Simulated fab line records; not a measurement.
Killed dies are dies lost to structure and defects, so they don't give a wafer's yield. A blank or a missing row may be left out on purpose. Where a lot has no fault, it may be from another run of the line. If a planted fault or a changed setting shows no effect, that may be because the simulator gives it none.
What tool caused it? | flow nand-harc | 33 wafers from 11 lots sampled at 4 of the route's 1302 steps

== WHAT THE GAUGES SHOWED, per wafer ==
NHARC_END_SORT_01.
lot  | measured     | on        | killed-at-array
L711 | day 24 22:18 | prober-01 | 56 62 38
L712 | day 26 00:04 | prober-01 | 67 35 62
L714 | day 26 00:02 | prober-02 | 59 65 62
L713 | day 26 07:42 | prober-02 | 30 39 48
L715 | day 26 07:50 | prober-01 | 40 69 39
L716 | day 26 18:13 | prober-02 | 40 46 41
L717 | day 27 06:23 | prober-01 | 51 34 52
L718 | day 28 03:37 | prober-02 | 32 17 21
L724 | day 30 09:52 | prober-01 | 53 39 675
L728 | day 31 13:26 | prober-02 | 26 676 23
L731 | day 33 02:47 | prober-01 | 50 65 60

== WHICH TOOL RAN EACH LOT (tool, then ch and the chambers of the sampled wafers, then the start) ==
lot  | NHARC_A_CONTACT_DEP_28        | NHARC_A_CONTACT_ETCH_49            | NHARC_A_CONTACT_ETCH_113
L711 | acl-dep-02 ch 0, day 21 14:04 | rie-diel-13 ch 0,2,3, day 21 18:41 | har-cap-etch-03 ch 0,1, day 21 20:55
L712 | acl-dep-03 ch 0, day 21 23:30 | rie-diel-10 ch 2,3, day 22 04:56   | har-cap-etch-03 ch 0,1, day 22 06:57
L714 | acl-dep-01 ch 0, day 21 23:30 | rie-diel-12 ch 0,1,3, day 22 04:49 | har-cap-etch-02 ch 1, day 22 06:49
L713 | acl-dep-02 ch 0, day 21 23:52 | rie-diel-13 ch 0,2,3, day 22 05:18 | har-cap-etch-02 ch 0,1, day 22 09:25
L715 | acl-dep-01 ch 0, day 22 20:40 | rie-diel-12 ch 0,1, day 23 02:20   | har-cap-etch-01 ch 0,1, day 23 04:59
L716 | acl-dep-03 ch 0, day 23 10:11 | rie-diel-10 ch 0,2,3, day 23 14:44 | har-cap-etch-01 ch 0,1, day 23 16:41
L717 | acl-dep-02 ch 0, day 24 03:54 | rie-diel-12 ch 1,2, day 24 09:09   | har-cap-etch-01 ch 0,1, day 24 11:09
L718 | acl-dep-01 ch 0, day 24 20:03 | rie-diel-12 ch 1,2,3, day 25 01:49 | har-cap-etch-01 ch 0,1, day 25 03:50
L724 | acl-dep-02 ch 0, day 27 07:17 | rie-diel-12 ch 0,1,2, day 27 12:39 | har-cap-etch-03 ch 0,1, day 27 14:39
L728 | acl-dep-02 ch 0, day 28 10:58 | rie-diel-12 ch 0,1,3, day 28 16:15 | har-cap-etch-03 ch 0, day 28 18:15
L731 | acl-dep-01 ch 0, day 29 20:47 | rie-diel-10 ch 0,1,2, day 30 02:17 | har-cap-etch-03 ch 0,1, day 30 04:17
- NHARC_A_CONTACT_DEP_28: deposits aC, target thk 7000 nm.
- NHARC_A_CONTACT_ETCH_49: etches the open film in N2/H2, target depth 260 nm, time 475.3 s.
- NHARC_A_CONTACT_ETCH_113: etches the open film in C4F8/O2/Ar, time 190 s, target depth 1850 nm.

== THE ANSWER, worked out from the rows above alone ==
Rule: what is usual is taken from the lots themselves. The widest of any qualifying gaps counts: lots, ordered by their means at a reading, are off when they make up no more than a third of the lots, leave a main group of 4 or more, and stand apart from it by 3 or more times the standard deviation of that group's means. If all means in a main group match to the digits the tables above print for the reading, that group is not used. Also off: a lot with no number at a reading for which 4 or more lots have one. The other lots that the step has rows for count as sound.
Off, at NHARC_END_SORT_01 on killed-at-array: L724, L728. Mean 47 and standard deviation 11 in the main group.
A tool fits if, at a process step before that reading, it ran every lot that is off, and no sound lot after the first of them. Gauges at NHARC_END_SORT_01: tried the same way as those tools. Can't be told from this: 2 tools fit, acl-dep-02 at NHARC_A_CONTACT_DEP_28, rie-diel-12 at NHARC_A_CONTACT_ETCH_49.

== WHAT WAS PUT IN BY THE SIMULATOR ==
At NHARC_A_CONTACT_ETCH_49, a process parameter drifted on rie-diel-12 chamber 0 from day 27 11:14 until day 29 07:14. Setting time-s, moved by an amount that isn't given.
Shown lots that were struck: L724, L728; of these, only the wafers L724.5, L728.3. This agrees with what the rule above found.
